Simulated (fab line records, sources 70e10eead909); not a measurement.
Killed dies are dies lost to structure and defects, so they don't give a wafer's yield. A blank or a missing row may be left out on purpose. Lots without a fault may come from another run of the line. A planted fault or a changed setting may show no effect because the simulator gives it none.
fab line records | flow nand_harc
record lots=6 wafers=18 last_day=33
route steps=1302 shown P_M2@339 P_BONDPAD@351 END@1302
lots that met no fault: from a run of the same line without faults
start_h: hours from the record's first day to the start of the lot's first wafer shown | wait_h: hours since the lot's step before | " the same as in the row above | L1.1+2: a row that stands for several wafers | - no value, or no start given | * or withheld: withheld | < > ~ a bound
route shown NAME@n: a module of which the file shows steps, and the number in the route of the first | usual: mean/standard deviation of fault-free wafers | same: alike in all rows | chamber/n: place in a boat | sites: the reading at each site | _std_site: their standard deviation | _edge_site: outer sites' mean less inner sites' | radius_mm: how far each site lies from the wafer's centre | mask NAME#n: copy n | behind: the tool/chamber that last shaped the wafer | hold: why the lot was held/for how many hours/how that ended | device: the transistor (n, p or np) that didn't switch | end of line: the same wafers' tests at the end of the route | a step without rows: its recipe alone | killed: dies lost to structure and defects at the first sort, not the wafer's yield | map: a wafer's dies, x killed, . not, _ none there
set.NAME: the setting as run; set.NAME@STEP: as run at that earlier step | model.NAME: the simulator's own value behind a step, which no gauge read
lots at some steps of the route; a table a step, a row a wafer
services: from which hour (start_h, from the record's first day; less than 0 if before it) a tool's chamber was out of use, for how many hours, and why
## steps
# step NHARC_P_M2_PRE_CLEAN_30
# recipe time_s=30 temp_c=280 gas=H2/He
# step NHARC_P_M2_PVD_20
# recipe target_thk_a=50 bias_v=168.6 power_w=15000 chamber_pressure_pa=0.12 time_s=8.06 substrate_temp_c=50 material=TaN
# step NHARC_P_M2_PVD_21
# recipe target_thk_a=300 chamber_pressure_pa=5 power_w=5000 substrate_temp_c=30 time_s=20.49 material=Cu
# step NHARC_P_M2_ECD_22
# recipe target_thk_a=4000 bath_temp_c=25 material=Cu
# step NHARC_P_M2_ANNEAL_31
# recipe temp_c=225 time_s=90
# usual wafer_temp_C_max=226.21/0.28
# columns lot.wafer tool chamber start_h wait_h wafer_temp_C_max
L889.2 rtp_anneal-01 0 211.54 - 225.98
L889.5 " 0 " " 225.95
L889.6 " 0 " " 226.05
L891.1 rtp_anneal-02 0 223.16 0.4 226.53
L891.3 " 0 " " 225.91
L891.6 " 0 " " 226.01
L893.1 rtp_anneal-01 0 242.90 0.3 226.21
L893.2 " 0 " " 226.32
L893.3 " 0 " " 226.23
L894.3 rtp_anneal-02 0 249.84 - 226.18
L894.5 " 0 " " 226.03
L894.6 " 0 " " 226.04
L897.1 rtp_anneal-02 0 274.28 0.3 225.89
L897.2 " 0 " " 225.60
L897.4 " 0 " " 225.97
L903.2 rtp_anneal-02 0 337.84 - 226.49
L903.4 " 0 " " 226.64
L903.6 " 0 " " 226.22
# step NHARC_P_M2_CMP_23
# recipe t_overpolish_s=20 target_thk_nm=144.3
# usual motor_current_A=11.6/1.4 retaining_ring_pressure_frac=1.000/0.0049 time_to_endpoint_s=28/3.9
# columns lot.wafer tool chamber start_h wait_h motor_current_A retaining_ring_pressure_frac time_to_endpoint_s
L889.2 cmp-02 0 211.86 - 10.1 0.993 26
L889.5 " 3 " " 10.6 0.999 25
L889.6 " 0 " " 10.1 0.992 27
L891.1 cmp-02 0 223.56 - 9.6 0.995 26
L891.3 " 1 " " 12.1 1.000 33
L891.6 " 2 " " 12.5 1.002 27
L893.2 cmp-02 0 243.27 - 10.2 0.998 26
L893.1 " 1 " " 11.8 1.002 28
L893.3 " 2 " " 12.4 1.004 22
L894.3 cmp-04 2 250.11 - 11.6 1.002 31
L894.5 " 1 " " 14.7 0.990 26
L894.6 " 2 " " 11.4 1.006 30
L897.1 cmp-03 1 274.62 - 12.5 1.000 34
L897.2 " 2 " " 12.0 1.006 33
L897.4 " 0 " " 11.0 1.008 36
L903.4 cmp-04 2 338.16 - 11.7 0.998 29
L903.2 " 0 " " 10.4 0.998 27
L903.6 " 2 " " 11.4 1.009 26
# step NHARC_P_M2_THK_MEAS_24
# recipe thk_meas_gauge=xrf
# usual thk_nm=144.1/1.8
# columns lot.wafer tool chamber start_h wait_h thk_nm
L889.2 film_metro-01 - 212.16 - 145.0
L889.5 " - " " 144.7
L889.6 " - " " 144.7
L891.1 film_metro-01 - 223.82 - 144.0
L891.3 " - " " 144.8
L891.6 " - " " 144.1
L893.1 film_metro-02 - 243.56 - 141.9
L893.2 " - " " 143.2
L893.3 " - " " 143.2
L894.3 film_metro-02 - 250.40 - 145.7
L894.5 " - " " 144.9
L894.6 " - " " 144.8
L897.1 film_metro-01 - 274.94 - 145.7
L897.2 " - " " 146.7
L897.4 " - " " 149.4
L903.2 film_metro-01 - 338.44 - 143.3
L903.4 " - " " 142.8
L903.6 " - " " 144.9
# step NHARC_P_M2_SRD_25
# step NHARC_P_M2_INSPECT_27
# usual raw_defect_count=295/110
# columns lot.wafer tool chamber start_h wait_h raw_defect_count
L889.2 defect_inspect-01 - 212.31 0.0 467
L889.5 " - " " 424
L889.6 " - " " 224
L891.1 defect_inspect-02 - 223.97 0.0 157
L891.3 " - " " 279
L891.6 " - " " 293
L893.1 defect_inspect-02 - 243.72 0.0 229
L893.2 " - " " 340
L893.3 " - " " 359
L894.3 defect_inspect-01 - 250.55 0.0 212
L894.5 " - " " 273
L894.6 " - " " 240
L897.1 defect_inspect-01 - 275.10 0.0 477
L897.2 " - " " 400
L897.4 " - " " 295
L903.2 defect_inspect-02 - 338.60 0.0 539
L903.4 " - " " 396
L903.6 " - " " 282
# step NHARC_P_M2_PRE_CLEAN_32
# recipe time_s=12 temp_c=370 rf_power_w=300 gas=NH3
# usual heater_power_w=605/84 susceptor_temp_C=369.99/0.2
# columns lot.wafer tool chamber start_h wait_h heater_power_w susceptor_temp_C
L889.2 pecvd-04 2 212.41 0.1 735 369.94
L889.5 " 0 " " 700 370.13
L889.6 " 1 " " 576 369.75
L891.1 pecvd-04 0 224.04 0.1 788 369.67
L891.3 " 1 " " 596 369.79
L891.6 " 0 " " 770 369.70
L893.1 pecvd-03 2 243.79 0.1 523 370.20
L893.3 " 0 " " 587 370.05
L893.2 " 1 " " 595 369.68
L894.3 pecvd-04 2 250.65 0.1 760 370.12
L894.6 " 1 " " 642 369.58
L894.5 " 0 " " 792 370.07
L897.2 pecvd-02 2 275.18 0.1 501 370.04
L897.1 " 0 " " 645 370.22
L897.4 " 1 " " 615 370.13
L903.2 pecvd-03 0 338.67 0.1 628 370.06
L903.6 " 0 " " 639 370.10
L903.4 " 1 " " 566 370.47
# step NHARC_P_M2_DEP_33
# recipe target_thk_a=300 temp_c=370 target_thk_nm=30 pressure_torr=3 flow_sccm=200 rf_w=450 material=SiCN
# usual chamber_pressure_Torr=3.000/0.0068 heater_power_w=556/82 susceptor_temp_C=370.00/0.19
# columns lot.wafer tool chamber start_h wait_h chamber_pressure_Torr heater_power_w susceptor_temp_C
L889.2 pecvd-04 2 212.54 0.1 2.997 619 369.99
L889.5 " 0 " " 3.002 769 369.93
L889.6 " 1 " " 3.000 580 370.06
L891.1 pecvd-04 0 224.12 0.1 3.003 786 369.91
L891.3 " 1 " " 3.008 566 370.00
L891.6 " 0 " " 3.001 770 369.96
L893.1 pecvd-03 2 243.86 0.1 2.998 501 369.94
L893.3 " 0 " " 3.003 582 369.80
L893.2 " 1 " " 3.000 540 369.72
L894.3 pecvd-04 2 250.76 0.1 2.994 688 369.77
L894.6 " 1 " " 3.001 521 369.98
L894.5 " 0 " " 3.008 772 369.86
L897.2 pecvd-02 2 275.29 0.1 2.999 436 370.20
L897.1 " 0 " " 3.010 630 369.84
L897.4 " 1 " " 2.992 569 370.09
L903.2 pecvd-03 0 338.74 0.1 3.011 569 369.88
L903.6 " 0 " " 3.017 585 369.83
L903.4 " 1 " " 2.994 515 369.87
# step NHARC_P_BONDPAD_DEP_00
# recipe target_thk_a=2500 temp_c=370 target_thk_nm=250 pressure_torr=3 flow_sccm=200 rf_w=450 material=SiCN
# usual chamber_pressure_Torr=3.000/0.0064 heater_power_w=558/79 susceptor_temp_C=369.99/0.23
# columns lot.wafer tool chamber start_h wait_h chamber_pressure_Torr heater_power_w susceptor_temp_C
L889.2 pecvd-02 1 212.87 - 3.005 486 369.77
L889.6 " 1 " " 3.000 500 369.84
L889.5 " 2 " " 2.993 531 369.63
L891.1 pecvd-04 0 224.51 - 2.998 680 369.47
L891.3 " 1 " " 2.991 606 370.14
L891.6 " 2 " " 3.002 727 369.72
L893.2 pecvd-04 0 244.28 - 3.003 757 370.00
L893.3 " 1 " " 3.004 482 370.15
L893.1 " 2 " " 2.997 719 369.94
L893.2 pecvd-04 0 244.87 - 2.997 748 369.85
L893.3 " 1 " " 2.999 492 370.06
L893.1 " 2 " " 2.999 726 369.97
L894.3 pecvd-02 1 251.17 - 2.995 522 369.72
L894.6 " 0 " " 3.010 584 369.85
L894.5 " 2 " " 3.003 521 369.69
L894.3 pecvd-02 1 251.77 - 2.997 519 370.19
L894.6 " 0 " " 3.002 605 369.99
L894.5 " 2 " " 3.002 519 369.66
L897.1 pecvd-02 1 275.68 - 2.996 493 370.06
L897.2 " 2 " " 3.000 483 370.01
L897.4 " 0 " " 2.996 576 369.51
L903.2 pecvd-03 1 339.22 - 2.999 514 369.79
L903.6 " 0 " " 2.998 558 370.03
L903.4 " 1 " " 3.010 528 369.99
# step NHARC_P_BONDPAD_CMP_32
# recipe target_thk_nm=200 material=SiCN
# usual motor_current_A=11.7/1.3 retaining_ring_pressure_frac=1.000/0.005
# columns lot.wafer tool chamber start_h wait_h motor_current_A retaining_ring_pressure_frac
L889.2 cmp-04 1 213.31 - 14.3 0.991
L889.5 " 0 " " 10.4 0.990
L889.6 " 1 " " 14.9 0.998
L891.3 cmp-01 1 224.94 - 11.8 0.994
L891.1 " 3 " " 11.2 1.001
L891.6 " 1 " " 11.4 1.000
L893.3 cmp-01 2 245.52 - 12.3 0.998
L893.1 " 0 " " 12.1 1.006
L893.2 " 1 " " 11.7 1.008
L894.3 cmp-04 3 252.25 - 11.3 0.988
L894.5 " 2 " " 11.3 1.002
L894.6 " 3 " " 11.6 0.993
L897.4 cmp-01 1 276.04 - 12.0 0.999
L897.2 " 2 " " 12.8 1.010
L897.1 " 3 " " 11.8 1.005
L903.4 cmp-03 2 339.54 - 12.8 0.998
L903.2 " 3 " " 9.3 1.007
L903.6 " 2 " " 13.1 0.993
# step NHARC_END_SORT_01
# recipe temp_c=25
# usual defect_limited_yield=91.5/2.7 killed_at_array=52/19 killed_at_other=0.9/1.3 killed_at_periphery=4/3.1 killed_dies=57/18 killed_open=3.2/1.7 killed_short=2.3/1.4 sort_bin_2_pct=2.9/1.2 sort_bin_3_pct=0.6/0.42 sort_bin_4_pct=4.9/1.5 sort_n_pass=620/18 sort_rim_yield_pct=93/4.3 sort_yield_pct=91.5/2.7
# same gross_dies=677 sort_bin_5_pct[%]=0 sort_bin_6_pct[%]=0 sort_bin_7_pct[%]=0 sort_bin_8_pct[%]=0 sort_rim_n_gross=106.00
# columns lot.wafer tool chamber start_h wait_h defect_limited_yield[%] killed_at_array killed_at_other killed_at_periphery killed_dies killed_open killed_short sort_bin_2_pct[%] sort_bin_3_pct[%] sort_bin_4_pct[%] sort_n_pass sort_rim_yield_pct[%] sort_yield_pct[%]
L891.1 prober-01 0 654.31 2.5 90.5 61 0 3 64 1 5 3.2 0.7 5.5 613 86 90.5
L891.3 prober-01 0 655.89 3.1 91.1 56 1 3 60 2 4 3.8 0.7 4.3 617 97 91.1
L891.6 prober-01 0 658.26 3.9 90.8 56 0 6 62 5 4 2.5 0.7 5.9 615 92 90.8
L897.1 prober-01 0 695.15 2.5 91.3 49 0 10 59 4 3 3.7 0.4 4.6 618 94 91.3
L897.2 prober-01 0 695.95 2.8 88.5 67 0 11 78 2 4 3.4 0.7 7.4 599 94 88.5
L897.4 prober-01 0 697.54 3.4 91.7 49 1 6 56 3 3 2.1 0 6.2 621 95 91.7
L903.2 prober-01 0 785.20 2.8 88.6 75 2 0 77 0 5 4.3 1.2 5.9 600 89 88.6
L903.4 prober-01 0 786.77 3.4 88.5 76 0 2 78 8 1 4.7 0.9 5.9 599 92 88.5
L903.6 prober-01 0 788.34 3.9 89.4 69 0 3 72 2 1 5.0 0.4 5.2 605 94 89.4
# killed by level:class
L891.1 A_SLIT:chamber_film_flake=31 A_CHANNEL_HOLE_D2:chamber_film_flake=6 A_CONTACT:chamber_film_flake=5 A_ZERO_WELL:chamber_film_flake=4 A_CHANNEL_HOLE_D1:chamber_film_flake=3 A_DECK1_JOINT:chamber_film_flake=3 A_STAIRCASE:chamber_film_flake=2 A_WL_FILL:chamber_film_flake=2
L891.3 A_SLIT:chamber_film_flake=31 A_CHANNEL_HOLE_D2:chamber_film_flake=6 A_CONTACT:chamber_film_flake=6 A_CHANNEL_HOLE_D1:chamber_film_flake=3 A_WL_FILL:geometric_particle:short=2 P_CONTACT:chamber_film_flake=2 A_STAIRCASE:chamber_film_flake=2 P_M1:geometric_particle:open=1
L891.6 A_SLIT:chamber_film_flake=31 A_CHANNEL_HOLE_D2:chamber_film_flake=7 P_CONTACT:chamber_film_flake=4 A_CONTACT:chamber_film_flake=4 A_CHANNEL_FILL_D1:geometric_particle:short=2 A_DECK1_JOINT:chamber_film_flake=2 A_M0:chamber_film_flake=2 P_CONTACT:geometric_particle:open=1
L897.1 A_CHANNEL_HOLE_D1:chamber_film_flake=37 P_GATE:chamber_film_flake=8 A_STAIRCASE:chamber_film_flake=2 A_M1:chamber_film_flake=2 P_GATE:geometric_particle:open=1 P_M0:geometric_particle:open=1 A_ONON_D1:geometric_particle:short=1 A_CHANNEL_HOLE_D1:geometric_particle:short=1
L897.2 A_CHANNEL_HOLE_D1:chamber_film_flake=41 P_GATE:chamber_film_flake=7 A_SLIT:chamber_film_flake=7 A_STAIRCASE:chamber_film_flake=4 A_WL_FILL:chamber_film_flake=3 A_CHANNEL_FILL_D1:geometric_particle:short=2 P_M2:chamber_film_flake=2 A_CONTACT:chamber_film_flake=2
L897.4 A_CHANNEL_HOLE_D1:chamber_film_flake=36 P_GATE:chamber_film_flake=5 A_SLIT:chamber_film_flake=2 A_STAIRCASE:chamber_film_flake=2 P_M1:geometric_particle:short=1 A_SOURCE_PLATE:geometric_particle:open=1 A_ONON_D1:geometric_particle:short=1 A_ONON_D2:geometric_particle:open=1
L903.2 A_CHANNEL_HOLE_D2:chamber_film_flake=34 A_SLIT:chamber_film_flake=16 A_CONTACT:chamber_film_flake=9 A_CHANNEL_HOLE_D1:chamber_film_flake=8 A_CHANNEL_FILL_D1:geometric_particle:short=2 A_CHANNEL_FILL_D2:geometric_particle:short=2 A_CHANNEL_FILL_D2:chamber_film_flake=2 THIN_TSV:chamber_film_flake=2
L903.4 A_SLIT:chamber_film_flake=35 A_CHANNEL_HOLE_D1:chamber_film_flake=12 A_CHANNEL_HOLE_D2:chamber_film_flake=12 A_CONTACT:chamber_film_flake=6 A_CHANNEL_FILL_D2:geometric_particle:open=2 A_BLC:geometric_particle:open=2 A_BLC:chamber_film_flake=2 P_M1:geometric_particle:open=1
L903.6 A_CHANNEL_HOLE_D2:chamber_film_flake=24 A_SLIT:chamber_film_flake=20 A_CHANNEL_HOLE_D1:chamber_film_flake=12 A_CONTACT:chamber_film_flake=10 P_M2:geometric_particle:short=1 A_CHANNEL_FILL_D2:geometric_particle:open=1 A_M0:geometric_particle:open=1 P_STI:chamber_film_flake=1
## services
# columns tool chamber start_h hours kind
cmp-01 - 192.13 1.8 repair
cmp-03 - 197.01 4.0 pm
cmp-03 - 206.98 0.6 repair
cmp-04 - 209.00 4.0 pm
cmp-01 - 212.52 1.5 repair
pecvd-02 - 227.45 13.0 pm
cmp-02 - 233.90 4.0 pm
cmp-02 - 238.35 1.1 repair
cmp-03 - 244.37 1.5 repair
pecvd-02 0 252.44 8.4 repair
pecvd-04 - 269.02 13.0 pm
pecvd-04 0 269.02 13.0 vent_cycle
pecvd-04 1 269.02 13.0 vent_cycle
pecvd-04 2 269.02 13.0 vent_cycle
cmp-02 - 271.66 1.2 repair
pecvd-04 0 282.02 - clean
cmp-01 - 285.24 4.0 pm
cmp-03 - 295.01 4.0 pm
pecvd-02 2 302.02 4.3 repair
cmp-04 - 307.00 4.0 pm
pecvd-04 0 307.35 5.0 repair
cmp-01 - 319.00 0.9 repair
cmp-02 - 327.47 0.6 repair
cmp-02 - 331.90 4.0 pm
## key
first_sign step=NHARC_P_BONDPAD_DEP_00 reading=visit direction=added
effect none on later readings
met_at NHARC_P_BONDPAD_DEP_00
struck_wafers L893.1,L893.2,L893.3,L894.3,L894.5,L894.6
fault kind=repeated_step_whole tool=pecvd-02,pecvd-03,pecvd-04 chamber=- onset_h=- steps=NHARC_P_BONDPAD_DEP_00 times=1 scope=struck_lots_only
